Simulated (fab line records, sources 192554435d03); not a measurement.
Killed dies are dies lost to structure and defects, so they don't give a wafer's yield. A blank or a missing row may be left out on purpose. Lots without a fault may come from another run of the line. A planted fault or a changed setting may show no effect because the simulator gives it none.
Chamber matching | flow n5_finfet | N5_HKMG_FIN_ETCH_32 on rie_diel-02: 4 sister chambers
The step etches SOC in N2/H2, target depth 240 nm, time 300 s. 27 wafers are shown with their chamber, then 12 later ones without.

WAFERS WITH THEIR CHAMBER
wafer  | chamber | drypump_motor_current_A (A) | oes_product_au (a.u.) | showerhead_plenum_p_Torr (Torr)
L074.1 | 2       | 5.3                         | 0.72                  | 2.41
L074.2 | 0       | 5.1                         | 0.73                  | 2.43
L074.3 | 3       | 6.4                         | 0.90                  | 2.61
L076.1 | 2       | 5.3                         | 0.72                  | 2.40
L076.4 | 2       | 5.3                         | 0.72                  | 2.41
L076.6 | 3       | 6.4                         | 0.90                  | 2.60
L077.2 | 0       | 5.1                         | 0.72                  | 2.43
L077.4 | 3       | 6.4                         | 0.89                  | 2.60
L077.6 | 0       | 5.1                         | 0.72                  | 2.43
L081.4 | 3       | 6.4                         | 0.87                  | 2.60
L081.5 | 0       | 5.1                         | 0.70                  | 2.43
L081.6 | 1       | 6.0                         | 0.68                  | 2.41
L085.1 | 2       | 5.3                         | 0.96                  | 2.72
L085.3 | 1       | 5.9                         | 0.67                  | 2.41
L085.5 | 0       | 5.1                         | 0.71                  | 2.42
L086.1 | 2       | 5.3                         | 0.94                  | 2.72
L086.3 | 0       | 5.0                         | 0.70                  | 2.42
L086.5 | 2       | 5.3                         | 0.95                  | 2.72
L087.2 | 1       | 5.9                         | 0.68                  | 2.40
L087.5 | 0       | 5.1                         | 0.71                  | 2.42
L087.6 | 1       | 5.9                         | 0.68                  | 2.40
L089.1 | 2       | 5.3                         | 0.93                  | 2.72
L089.2 | 3       | 6.4                         | 0.87                  | 2.59
L089.6 | 1       | 5.8                         | 0.67                  | 2.40
L090.1 | 2       | 5.3                         | 0.93                  | 2.72
L090.5 | 2       | 5.3                         | 0.93                  | 2.72
L090.6 | 1       | 5.9                         | 0.67                  | 2.40

SIGNATURES (means of the wafers above)
reading                  | chamber 0 | chamber 1 | chamber 2 | chamber 3 | scatter within a chamber
drypump_motor_current_A  | 5.086     | 5.900     | 5.300     | 6.400     | 0.0352
oes_product_au           | 0.7129    | 0.6750    | 0.8667    | 0.8860    | 0.0657
showerhead_plenum_p_Torr | 2.4257    | 2.4033    | 2.6156    | 2.6000    | 0.0925
Rule: a wafer's distance from a chamber is the root of the sum, over the readings, of the square of ((its reading less the chamber's mean) divided by the reading's scatter). The wafer belongs to the nearest chamber; if the next one is less than 2 further off, it can't be placed. The scatter: the root of (the sum of the squares of (reading less its chamber's mean) over the shown wafers, divided by (wafers less chambers)).

WAFERS WITHOUT THEIR CHAMBER
wafer  | drypump_motor_current_A (A) | oes_product_au (a.u.) | showerhead_plenum_p_Torr (Torr)
L091.1 | 6.4                         | 0.84                  | 2.59
L091.5 | 5.1                         | 0.70                  | 2.42
L091.6 | 6.4                         | 0.85                  | 2.59
L092.1 | 5.3                         | 0.92                  | 2.72
L092.3 | 5.1                         | 0.70                  | 2.41
L092.4 | 6.4                         | 0.84                  | 2.59
L095.3 | 5.3                         | 0.89                  | 2.71
L095.4 | 5.1                         | 0.69                  | 2.41
L095.6 | 5.9                         | 0.95                  | 2.72
L096.1 | 5.1                         | 0.69                  | 2.41
L096.5 | 6.4                         | 0.84                  | 2.59
L096.6 | 5.1                         | 0.69                  | 2.41

WHICH CHAMBER EACH WENT THROUGH
wafer  | from the rows above | in truth
L091.1 | 3                   | 3
L091.5 | 0                   | 0
L091.6 | 3                   | 3
L092.1 | 2                   | 2
L092.3 | 0                   | 0
L092.4 | 3                   | 3
L095.3 | 2                   | 2
L095.4 | 0                   | 0
L095.6 | 1                   | 1
L096.1 | 0                   | 0
L096.5 | 3                   | 3
L096.6 | 0                   | 0
Placed correctly: 12 of 12. Can't be placed from these rows: 0. Placed wrongly: 0.
